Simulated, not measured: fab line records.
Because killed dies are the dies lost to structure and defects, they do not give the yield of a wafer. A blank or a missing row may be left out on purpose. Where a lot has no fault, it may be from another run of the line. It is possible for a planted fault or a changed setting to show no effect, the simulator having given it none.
Matching of chambers | flow n5-finfet | rie-diel-03 running N5_BEOL_M2_ETCH_77: 4 sister chambers
The step etches underlayer in N2/H2, target depth 6.5 nm, time 5.2 s. 8 wafers are shown with their chamber, then 7 later ones without.

WAFERS, EACH WITH ITS CHAMBER
wafer  | chamber | showerhead-plenum-p-Torr (Torr) | throttle-valve-pct (%)
L086.4 | 0       | 2.48                            | 17.61
L088.4 | 1       | 2.66                            | 17.37
L088.6 | 1       | 2.66                            | 17.38
L089.1 | 3       | 2.43                            | 17.67
L089.3 | 2       | 2.62                            | 18.26
L089.4 | 0       | 2.47                            | 17.61
L092.2 | 2       | 2.62                            | 18.31
L092.3 | 3       | 2.43                            | 17.69

WAFERS WITHOUT THEIR CHAMBER
wafer  | showerhead-plenum-p-Torr (Torr) | throttle-valve-pct (%)
L092.6 | 2.47                            | 17.64
L093.1 | 2.65                            | 17.41
L093.2 | 2.62                            | 18.29
L093.6 | 2.47                            | 17.67
L097.4 | 2.43                            | 17.70
L097.5 | 2.47                            | 17.64
L097.6 | 2.65                            | 17.43

CHAMBER TAKEN BY EACH
wafer  | from the rows above | in truth
L092.6 | 0                   | 0
L093.1 | 1                   | 1
L093.2 | 2                   | 2
L093.6 | 0                   | 0
L097.4 | 3                   | 3
L097.5 | 0                   | 0
L097.6 | 1                   | 1
Placed correctly: 7 of 7. Not placeable from these rows: 0. Wrongly placed: 0.
How it was worked out, from the rows above alone: a wafer's distance from a chamber is the root of the sum, over the readings, of the square of ((its reading less the chamber's mean) divided by the reading's scatter). If the next closest chamber is less than 2 further off than the closest, the wafer can't be placed; otherwise it belongs to the closest. For every chamber, the mean is computed from those of its wafers that are shown. How the scatter is found: for the shown wafers, subtract from each reading the mean of its chamber, square and add these, divide the total by (wafers less chambers), then take the root.
